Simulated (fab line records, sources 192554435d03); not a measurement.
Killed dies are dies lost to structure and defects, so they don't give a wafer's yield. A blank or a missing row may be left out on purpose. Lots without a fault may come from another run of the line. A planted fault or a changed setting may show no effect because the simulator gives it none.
Chamber matching | flow n5_finfet | N5_BEOL_M12_ETCH_67 on rie_diel-02: 4 sister chambers
The step etches SiARC in CF4, target depth 143 nm, time 238.3 s. 8 wafers are shown with their chamber, then 9 later ones without.

WAFERS WITH THEIR CHAMBER
wafer  | chamber | drypump_motor_current_A (A) | showerhead_plenum_p_Torr (Torr)
L078.2 | 1       | 5.6                         | 2.08
L079.5 | 2       | 6.5                         | 2.02
L082.6 | 2       | 6.4                         | 2.02
L088.3 | 1       | 5.6                         | 2.07
L088.4 | 0       | 5.3                         | 2.25
L089.3 | 3       | 6.8                         | 2.21
L089.5 | 3       | 6.8                         | 2.21
L089.6 | 0       | 5.3                         | 2.24

WAFERS WITHOUT THEIR CHAMBER
wafer  | drypump_motor_current_A (A) | showerhead_plenum_p_Torr (Torr)
L093.1 | 6.5                         | 2.01
L093.3 | 6.8                         | 2.21
L093.4 | 5.3                         | 2.24
L095.1 | 6.8                         | 2.21
L095.4 | 6.4                         | 2.01
L095.6 | 5.3                         | 2.24
L086.3 | 6.5                         | 2.01
L086.4 | 5.3                         | 2.24
L086.5 | 6.8                         | 2.21

WHICH CHAMBER EACH WENT THROUGH
wafer  | from the rows above | in truth
L093.1 | 2                   | 2
L093.3 | 3                   | 3
L093.4 | 0                   | 0
L095.1 | 3                   | 3
L095.4 | 2                   | 2
L095.6 | 0                   | 0
L086.3 | 2                   | 2
L086.4 | 0                   | 0
L086.5 | 3                   | 3
Placed correctly: 9 of 9. Can't be placed from these rows: 0. Placed wrongly: 0.
How it was worked out, from the rows above alone: a wafer's distance from a chamber is the root of the sum, over the readings, of the square of ((its reading less the chamber's mean) divided by the reading's scatter). The wafer belongs to the nearest chamber; if the next one is less than 2 further off, it can't be placed. A chamber's mean is the mean of its shown wafers. The scatter: the root of (the sum of the squares of (reading less its chamber's mean) over the shown wafers, divided by (wafers less chambers)).
